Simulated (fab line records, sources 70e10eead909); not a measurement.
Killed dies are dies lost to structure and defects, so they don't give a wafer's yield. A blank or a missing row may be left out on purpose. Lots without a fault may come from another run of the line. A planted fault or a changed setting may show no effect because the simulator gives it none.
Chamber matching | flow nand_harc | NHARC_THIN_TSV_ETCHBACK_48 on rie_diel-13: 4 sister chambers
The step etches the open film in C4F8/Ar, target depth 1028.5 nm, time 405.17 s. 4 wafers are shown with their chamber, then 7 later ones without.

WAFERS WITH THEIR CHAMBER
wafer  | chamber | rf_vpp_V (V)
L382.2 | 1       | 550
L382.4 | 2       | 542
L394.1 | 0       | 552
L394.3 | 3       | 546

WAFERS WITHOUT THEIR CHAMBER
wafer  | rf_vpp_V (V)
L394.4 | 541
L393.3 | 542
L393.4 | 546
L393.6 | 542
L395.3 | 550
L395.5 | 546
L395.6 | 543

WHICH CHAMBER EACH WENT THROUGH
wafer  | from the rows above | in truth
L394.4 | 2                   | 2
L393.3 | 2                   | 2
L393.4 | 3                   | 3
L393.6 | 2                   | 2
L395.3 | 1                   | 1
L395.5 | 3                   | 3
L395.6 | 2                   | 2
Placed correctly: 7 of 7. Can't be placed from these rows: 0. Placed wrongly: 0.
How it was worked out, from the rows above alone: a wafer's distance from a chamber is the root of the sum, over the readings, of the square of ((its reading less the chamber's mean) divided by the reading's scatter). The wafer belongs to the nearest chamber; if the next one is less than 2 further off, it can't be placed. A chamber's mean is the mean of its shown wafers. The scatter: with one shown wafer a chamber, the root of the mean of the squares of how far each hidden wafer lies from its nearest shown one.
